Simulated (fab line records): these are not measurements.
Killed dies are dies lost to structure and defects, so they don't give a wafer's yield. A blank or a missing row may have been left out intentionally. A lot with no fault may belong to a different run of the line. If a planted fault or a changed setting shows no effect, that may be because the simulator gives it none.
A struck lot beside a sound one || flow nand_harc || 14 steps out of a route of 1302
Sound: these wafers, L496.1, L496.4, L496.6. Struck: wafer L502.5. (L502.1, L502.6 of the same lot were not struck and are left out.) The cause comes at the end.
Per side, at each step with rows, come the tool, then ch with its chambers, and then its first start. Under that, the readings that differ: sound wafers || struck wafers || difference of the means || sigmas: that difference in standard deviations of wafers without a fault.
alike: a reading whose means differ by less than 2 such deviations, as well as words and numbers matching on both sides. not compared: withheld readings; readings where some wafer has no value; bounds like >300 that might hide an equal value; numbers whose values overlap and for which the record gives no deviation.
The two part at a step that has a row with sigmas, a row that says differs or no value, or rows on one side only. Numbers that don't overlap but have no deviation are shown without sigmas and don't part them. Lack of a reading on every wafer of one side parts them only where that side has two or more wafers.

first, 1 step without rows for these wafers: NHARC_A_CHANNEL_HOLE_D1_ETCH_19 (etches the open film in C4F8/O2/Ar, time 34.5 s).
NHARC_A_CHANNEL_HOLE_D1_ETCH_20: etches the open film in C4F8/O2/Ar, time 361.9 s, target depth 1600 nm.
  sound on har_etch-01 ch 0, day 10 13:22; struck on har_etch-02 ch 1, day 13 03:16
  alike: drypump_motor_current_A, he_backside_leak_sccm, showerhead_plenum_p_Torr, throttle_valve_pct
  not compared: rf_hours_counter_h, run_length_s
NHARC_A_CHANNEL_HOLE_D1_ETCH_21: etches the open film in C4F8/O2/Ar, time 514.3 s, target depth 1600 nm.
  sound on har_etch-01 ch 0, day 10 13:42; struck on har_etch-02 ch 1, day 13 03:35
{"reading": "drypump_motor_current_A (A)", "sound": "6.2 6.2 6.2", "struck": 5.1, "difference": -1.1, "sigmas": -2}
{"reading": "he_backside_leak_sccm (sccm)", "sound": "5.8 5.7 5.7", "struck": 7.0, "difference": "+1.3", "sigmas": "+2"}
  alike: showerhead_plenum_p_Torr, throttle_valve_pct
  not compared: rf_hours_counter_h, run_length_s
NHARC_A_CHANNEL_HOLE_D1_ETCH_22: etches the open film in C4F8/O2/Ar, time 666.7 s, target depth 1600 nm.
  sound on har_etch-01 ch 0, day 10 14:10; struck on har_etch-02 ch 1, day 13 04:02
  alike: drypump_motor_current_A, he_backside_leak_sccm, showerhead_plenum_p_Torr, throttle_valve_pct
  not compared: rf_hours_counter_h, run_length_s
NHARC_A_CHANNEL_HOLE_D1_ETCH_23: etches the open film in C4F8/O2/Ar, time 819 s, target depth 1600 nm.
  sound on har_etch-01 ch 0, day 10 14:45; struck on har_etch-02 ch 1, day 13 04:35
{"reading": "he_backside_leak_sccm (sccm)", "sound": "6.3 6.0 5.9", "struck": 7.6, "difference": "+1.5", "sigmas": "+3"}
  alike: drypump_motor_current_A, showerhead_plenum_p_Torr, throttle_valve_pct
  not compared: rf_hours_counter_h, run_length_s
NHARC_A_CHANNEL_HOLE_D1_ETCH_24: etches the open film in C4F8/O2/Ar, time 906.2 s, target depth 1500 nm.
  sound on har_etch-01 ch 0, day 10 15:28; struck on har_etch-02 ch 1, day 13 05:17
  alike: drypump_motor_current_A, he_backside_leak_sccm, showerhead_plenum_p_Torr, throttle_valve_pct
  not compared: rf_hours_counter_h, run_length_s
then, 6 steps without rows for these wafers: NHARC_A_CHANNEL_HOLE_D1_ETCH_25 (etches the open film in C4F8/O2/Ar, time 1040.2 s, target depth 1500 nm); NHARC_A_CHANNEL_HOLE_D1_ETCH_26 (etches the open film in C4F8/O2/Ar, time 224.1 s, target depth 300 nm); NHARC_A_CHANNEL_HOLE_D1_ETCH_33 (etches the open film in C4F8/O2/Ar, time 90 s, target depth 400 nm); NHARC_A_CHANNEL_HOLE_D1_STRIP_41 (strips in N2/H2); NHARC_A_CHANNEL_HOLE_D1_STRIP_42 (strips in CF4/CHF3); NHARC_A_CHANNEL_HOLE_D1_STRIP_43 (strips in O2/COS).
NHARC_A_CHANNEL_HOLE_D1_ETCH_44: etches the open film in CF4/O2, target depth 140 nm, overetch 14 nm, time 77 s.
  sound on rie_diel-07 ch 1,2,3, day 10 17:58; struck on rie_diel-03 ch 0, day 13 07:54
{"reading": "run_length_s (s)", "sound": "98.0 98.1 97.5", "struck": 90.5, "difference": -7.4, "sigmas": -23}
  alike: drypump_motor_current_A, oes_product_au, rf_vpp_V, showerhead_plenum_p_Torr, throttle_valve_pct
  not compared: bias_w, rf_hours_counter_h
then, 1 step without rows for these wafers: NHARC_A_CHANNEL_HOLE_D1_STRIP_27 (strips in O2).

WHERE THEY PART
Earliest at NHARC_A_CHANNEL_HOLE_D1_ETCH_21; latest, in this record, at NHARC_A_CHANNEL_HOLE_D1_ETCH_44.

WHY: whatever the simulator had introduced
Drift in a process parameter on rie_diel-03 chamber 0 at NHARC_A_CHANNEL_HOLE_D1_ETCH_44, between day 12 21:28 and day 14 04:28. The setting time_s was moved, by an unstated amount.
